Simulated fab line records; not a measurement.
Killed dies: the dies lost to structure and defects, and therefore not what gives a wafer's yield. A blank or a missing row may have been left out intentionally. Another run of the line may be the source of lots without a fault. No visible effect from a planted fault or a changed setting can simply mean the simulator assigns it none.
Matching of chambers || flow n5 finfet || N5_SDB_ETCH_18 on rie diel-01 has 4 sister chambers
The step etches SOC in N2/H2, target depth 100 nm, overetch 20 nm, time 150 s. 4 wafers are shown with their chamber, then 7 later ones without.

## EACH WAFER AND ITS CHAMBER
{"wafer": "L079.3", "chamber": 0, "throttle valve pct (%)": 17.85}
{"wafer": "L081.6", "chamber": 2, "throttle valve pct (%)": 17.21}
{"wafer": "L086.1", "chamber": 3, "throttle valve pct (%)": 18.09}
{"wafer": "L086.3", "chamber": 1, "throttle valve pct (%)": 17.76}

## WAFERS WHOSE CHAMBER IS MISSING
{"wafer": "L086.5", "throttle valve pct (%)": 17.88}
{"wafer": "L088.2", "throttle valve pct (%)": 18.07}
{"wafer": "L088.4", "throttle valve pct (%)": 17.24}
{"wafer": "L088.5", "throttle valve pct (%)": 17.23}
{"wafer": "L097.2", "throttle valve pct (%)": 17.93}
{"wafer": "L097.3", "throttle valve pct (%)": 17.30}
{"wafer": "L097.5", "throttle valve pct (%)": 17.91}

## EACH ONE'S CHAMBER
{"wafer": "L086.5", "from the rows above": "can't be placed: 0 or 1", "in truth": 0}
{"wafer": "L088.2", "from the rows above": 3, "in truth": 3}
{"wafer": "L088.4", "from the rows above": 2, "in truth": 2}
{"wafer": "L088.5", "from the rows above": 2, "in truth": 2}
{"wafer": "L097.2", "from the rows above": "can't be placed: 0 or 3 or 1", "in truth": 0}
{"wafer": "L097.3", "from the rows above": 2, "in truth": 2}
{"wafer": "L097.5", "from the rows above": "can't be placed: 0 or 1", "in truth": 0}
Correctly placed: 4 of 7. Unplaceable from these rows: 3, with the true chamber sitting among the candidates in 3. Number placed wrongly: 0.
How it was worked out, from the rows above alone: a wafer's distance from a chamber is the root of the sum, over the readings, of the square of ((its reading less the chamber's mean) divided by the reading's scatter). If the next closest chamber is less than 2 further off than the closest, the wafer can't be placed; otherwise it belongs to the closest. A chamber's mean is the mean of its shown wafers. The scatter: root of mean squared gap, hidden wafer to nearest shown wafer, with one shown wafer a chamber.
